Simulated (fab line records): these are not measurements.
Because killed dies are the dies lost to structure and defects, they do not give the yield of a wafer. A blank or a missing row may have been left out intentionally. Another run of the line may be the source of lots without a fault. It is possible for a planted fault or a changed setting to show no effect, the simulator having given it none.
Chamber matching -- flow n5_finfet -- rie_diel-06 running N5_ZERO_LAYER_DESCUM_16: 4 sister chambers
The step chemistry O2, time 7.9 s. 18 wafers are shown with their chamber, then 9 later ones without.

== EACH WAFER AND ITS CHAMBER ==
wafer,chamber,showerhead_plenum_p_Torr (Torr),throttle_valve_pct (%),drypump_motor_current_A (A)
L074.1,0,2.08,20.7,5.84
L074.4,1,2.20,20.7,5.74
L074.6,3,2.07,21.0,5.88
L076.1,1,2.19,20.7,5.74
L076.2,0,2.08,20.7,5.87
L076.4,2,2.09,20.2,6.00
L077.3,0,2.08,20.7,5.87
L077.5,1,2.19,20.7,5.73
L077.6,2,2.09,20.2,6.02
L078.1,0,2.08,20.7,5.88
L078.5,2,2.09,20.2,6.00
L078.6,3,2.07,21.0,5.90
L080.1,3,2.07,21.0,5.87
L080.3,1,2.19,20.7,5.72
L080.6,1,2.19,20.7,5.74
L088.1,1,2.19,20.7,5.73
L088.2,2,2.08,20.3,6.02
L088.4,2,2.08,20.3,6.00

SIGNATURES (means of the wafers above)
reading,chamber 0,chamber 1,chamber 2,chamber 3,scatter within a chamber
showerhead_plenum_p_Torr,2.0800,2.1917,2.0860,2.0700,0.00381
throttle_valve_pct,20.700,20.700,20.240,21.000,0.0293
drypump_motor_current_A,5.8650,5.7333,6.0080,5.8833,0.0125
Rule: for a wafer and a chamber, the distance is found by dividing, reading by reading, the gap between the wafer's reading and the chamber's mean by the reading's scatter, squaring, summing and taking the root. If the next closest chamber is less than 2 further off than the closest, the wafer can't be placed; otherwise it belongs to the closest. The scatter: the root of (the sum of the squares of (reading less its chamber's mean) over the shown wafers, divided by (wafers less chambers)).

== WAFERS WITHOUT THEIR CHAMBER ==
wafer,showerhead_plenum_p_Torr (Torr),throttle_valve_pct (%),drypump_motor_current_A (A)
L089.1,2.08,20.2,5.99
L089.5,2.08,20.2,6.01
L089.6,2.07,21.0,5.88
L093.2,2.18,20.7,5.71
L093.3,2.07,20.3,5.87
L093.4,2.08,20.2,6.04
L094.2,2.07,20.3,5.87
L094.3,2.18,20.7,5.73
L094.4,2.06,21.0,5.90

== CHAMBER TAKEN BY EACH ==
wafer,from the rows above,in truth
L089.1,2,2
L089.5,2,2
L089.6,3,3
L093.2,1,1
L093.3,can't be placed: 2 or 0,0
L093.4,2,2
L094.2,can't be placed: 2 or 0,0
L094.3,1,1
L094.4,3,3
Correctly placed: 7 of 9. These rows do not allow placing 2 (true chamber among the candidates in 2). Number placed wrongly: 0.
